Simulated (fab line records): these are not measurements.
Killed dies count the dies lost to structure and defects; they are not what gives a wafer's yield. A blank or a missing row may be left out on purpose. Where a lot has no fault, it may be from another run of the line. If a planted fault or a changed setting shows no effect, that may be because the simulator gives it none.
A struck lot beside a sound one	flow n5-finfet	41 out of 1938 route steps
Sound: wafers L648.1, L648.2, L648.5. Struck: wafers L634.1, L634.5, L634.6. The cause is given at the end.
Order at every step that has rows: each side's tool, ch and its chambers, its first start. Under that, the readings that differ: sound wafers	struck wafers	difference of the means	sigmas: that difference in standard deviations of wafers without a fault.
alike: a reading whose means differ by less than 2 such deviations, as well as words and numbers matching on both sides. not compared: withheld readings; readings where some wafer has no value; bounds like >300 that might hide an equal value; numbers whose values overlap and for which the record gives no deviation.
A row with sigmas, a row that says differs or no value, or rows on one side alone: a step with any of these is where the two part. Numbers that don't overlap but have no deviation are shown without sigmas and don't part them. Lack of a reading on every wafer of one side parts them only where that side has two or more wafers.

first, 11 steps without rows for these wafers: N5_BEOL_M0_SAQP_STRIP_115 (strips in post etch residue remover, time 60 s); N5_BEOL_M0_SAQP_SRD_93 (time 30 s); N5_BEOL_M0_SAQP_RECESS_114 (chemistry HF/NH3, target SiO2, target depth 14.4 nm, afs cycles 3, sublimation time 60 s); N5_BEOL_M0_SAQP_SPACER1_ALD_98 (deposits SiO2, target thk 12.8 nm, pulse time 1 s, purge time 2 s); N5_BEOL_M0_SAQP_SPACER1_ETCHBACK_99 (etches SiO2 in CHF3/O2, target depth 15.4 nm, time 7.7 s); N5_BEOL_M0_SAQP_MANDREL1_REMOVE_100 (chemistry HBr/Cl2/O2, target a-Si, stops on SiNx, bt time 10 s); N5_BEOL_M0_SAQP_ETCH_101 (etches SiNx in CH3F/O2, target depth 29.9 nm, time 42.7 s); N5_BEOL_M0_SAQP_ETCH_102 (etches SiO2 in CF4, target depth 4 nm, time 4.4 s); N5_BEOL_M0_SAQP_MANDREL_ETCH_103 (etches a-Si in HBr/Cl2, stops on SiCN, target depth 45 nm, bt time 10 s, time 27 s); N5_BEOL_M0_SAQP_RECESS_104 (chemistry HF/NH3, target SiO2, target depth 18 nm, afs cycles 3, sublimation time 60 s); N5_BEOL_M0_SAQP_COAT_105 (time 60 s, resist thk 100 nm).
N5_BEOL_M0_SAQP_ETCH_106: etches SOC in N2/H2, stops on SiNx, target depth 150 nm.
  sound on rie-diel-06 ch 1,3, day 11 08:11; struck on rie-diel-05 ch 0,1,2, day 7 20:12
  alike: chamber-pressure-mTorr, drypump-motor-current-A, oes-product-au, rf-vpp-V, showerhead-plenum-p-Torr, throttle-valve-pct
  not compared: rf-hours-counter-h
then, 15 steps without rows for these wafers: N5_BEOL_M0_SAQP_ETCH_107 (etches SiNx in CH3F/O2, target depth 30 nm); N5_BEOL_M0_SAQP_STRIP_108 (strips in N2/H2); N5_BEOL_M0_SAQP_RECESS_109 (chemistry HF/NH3, target SiO2, target depth 3 nm, afs cycles 1, sublimation time 60 s); N5_BEOL_M0_SAQP_SPACER2_ALD_26 (deposits SiO2, target thk 15 nm, pulse time 1 s, purge time 2 s); N5_BEOL_M0_SAQP_SPACER2_ETCHBACK_27 (etches SiO2 in CHF3/O2, target depth 22.5 nm, time 11.25 s); N5_BEOL_M0_SAQP_MANDREL2_REMOVE_110 (chemistry HBr/Cl2/O2, target a-Si, stops on SiCN, bt time 10 s); N5_BEOL_M0_SAQP_COAT_69 (time 60 s, resist thk 90 nm); N5_BEOL_M0_SAQP_COAT_72 (time 60 s, resist thk 15 nm); N5_BEOL_M0_SAQP_COAT_87 (time 60 s, resist thk 5 nm); N5_BEOL_M0_SAQP_COAT_34 (resist thk 30 nm); N5_BEOL_M0_SAQP_EBR_36; N5_BEOL_M0_SAQP_SOFTBAKE_35 (time 60 s); N5_BEOL_M0_SAQP_EXPOSE_37 (exposes mask M0 CUT1, target cd 30 nm); N5_BEOL_M0_SAQP_PEB_38 (peb time 60 s); N5_BEOL_M0_SAQP_DEVELOP_39 (develop time 30 s).
N5_BEOL_M0_SAQP_INSPECT_42: inspects for defects (brightfield).
  sound: defect-inspect-01 at day 11 11:29; struck: defect-inspect-02 at day 7 22:11
reading	sound	struck	difference	sigmas
raw-defect-count	235 265 184	1300 1216 1294	+1042	+14
then, 10 steps without rows for these wafers: N5_BEOL_M0_SAQP_DESCUM_45 (chemistry O2, time 7 s); N5_BEOL_M0_SAQP_ETCH_88 (etches underlayer in N2/H2, target depth 6.5 nm, time 5.2 s); N5_BEOL_M0_SAQP_ETCH_73 (etches SiARC in CF4, target depth 19.5 nm, time 32.5 s); N5_BEOL_M0_SAQP_CUT_ETCH_46 (etches SOC in N2/H2, target depth 135 nm, overetch 27 nm, time 202.5 s); N5_BEOL_M0_SAQP_STRIP_74 (strips in N2/H2); N5_BEOL_M0_SAQP_STRIP_89 (strips in N2/H2); N5_BEOL_M0_SAQP_ALD_48 (deposits SiO2, target thk 20 nm, pulse time 1 s, co reactant pulse time 1 s); N5_BEOL_M0_SAQP_ETCH_49 (etches SiO2 in CF4/O2, target depth 37 nm); N5_BEOL_M0_SAQP_STRIP_75 (strips in CF4); N5_BEOL_M0_CUTY_COAT_50 (time 60 s, resist thk 15 nm).
N5_BEOL_M0_CUTY_INSPECT_59: inspects for defects (macro).
  sound: defect-inspect-02 at day 11 13:08; struck: defect-inspect-02 at day 7 23:27
reading	sound	struck	difference	sigmas
raw-defect-count	1 1 1	>300 >300 >300	differs	
-- the record jumps here: 3 days lie between the struck wafers' starts before and after (it left off in module BEOL_M0_CUTY and takes up again in module BEOL_M4, whose first step shown is number 1111 of the route) --
N5_BEOL_M4_RC_MEAS_101:
  sound on prober-01 ch 0, day 15 03:34; struck on prober-02 ch 0, day 11 04:26
  alike: DIBL_N, DIBL_P, IOFF_N, IOFF_P, ION_N, ION_P, SS_N, SS_P, VT_N, VT_P
-- record jumps: 4 days separate the struck wafers' starts on either side; left off in module BEOL_M4, taken up again in module PASSIVATION, whose first shown step is the route's number 1936 --
N5_PASSIVATION_PROBE_49:
  record: rows for the struck wafers here (prober-01, day 15 12:13), none for the sound ones

== WHERE THEY PART ==
At N5_BEOL_M0_SAQP_INSPECT_42 first; at N5_PASSIVATION_PROBE_49 last (within this record only).

WHY: what the simulator had put in
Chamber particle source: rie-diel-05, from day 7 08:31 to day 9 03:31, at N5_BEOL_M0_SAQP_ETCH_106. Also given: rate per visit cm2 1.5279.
